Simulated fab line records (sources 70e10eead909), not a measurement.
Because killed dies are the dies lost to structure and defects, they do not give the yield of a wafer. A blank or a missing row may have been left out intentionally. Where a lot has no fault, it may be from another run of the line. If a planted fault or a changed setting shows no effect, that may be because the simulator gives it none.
Matching of chambers | flow nand-harc | 4 sister chambers for NHARC_A_STAIRCASE_TRIM_196 on rie-diel-06
The step chemistry O2, time 211.2 s. 4 wafers are shown with their chamber, then 7 later ones without.

== WAFERS WITH THEIR CHAMBER ==
wafer  | chamber | showerhead-plenum-p-Torr (Torr)
L079.5 | 0       | 3.44
L080.6 | 1       | 3.37
L089.2 | 2       | 3.77
L089.4 | 3       | 3.41

== WAFERS MISSING THEIR CHAMBER ==
wafer  | showerhead-plenum-p-Torr (Torr)
L089.5 | 3.41
L093.1 | 3.34
L093.2 | 3.41
L093.5 | 3.40
L095.1 | 3.76
L095.2 | 3.34
L095.6 | 3.76

== CHAMBER TAKEN BY EACH ==
wafer  | from the rows above          | in truth
L089.5 | can't be placed: 3 or 0      | 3
L093.1 | 1                            | 1
L093.2 | can't be placed: 3 or 0      | 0
L093.5 | can't be placed: 3 or 1 or 0 | 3
L095.1 | 2                            | 2
L095.2 | 1                            | 1
L095.6 | 2                            | 2
Correct placement for 4 of the 7. Not placeable from these rows: 3 (in 3, the candidates include the true chamber). Wrongly placed: 0.
How it was worked out, from the rows above alone: a wafer's distance from a chamber is the root of the sum, over the readings, of the square of ((its reading less the chamber's mean) divided by the reading's scatter). The wafer belongs to the nearest chamber; if the next one is less than 2 further off, it can't be placed. A chamber's mean is the mean of its shown wafers. The scatter (one wafer shown for each chamber): square how far every hidden wafer sits from the nearest shown wafer, average those squares and take the square root.
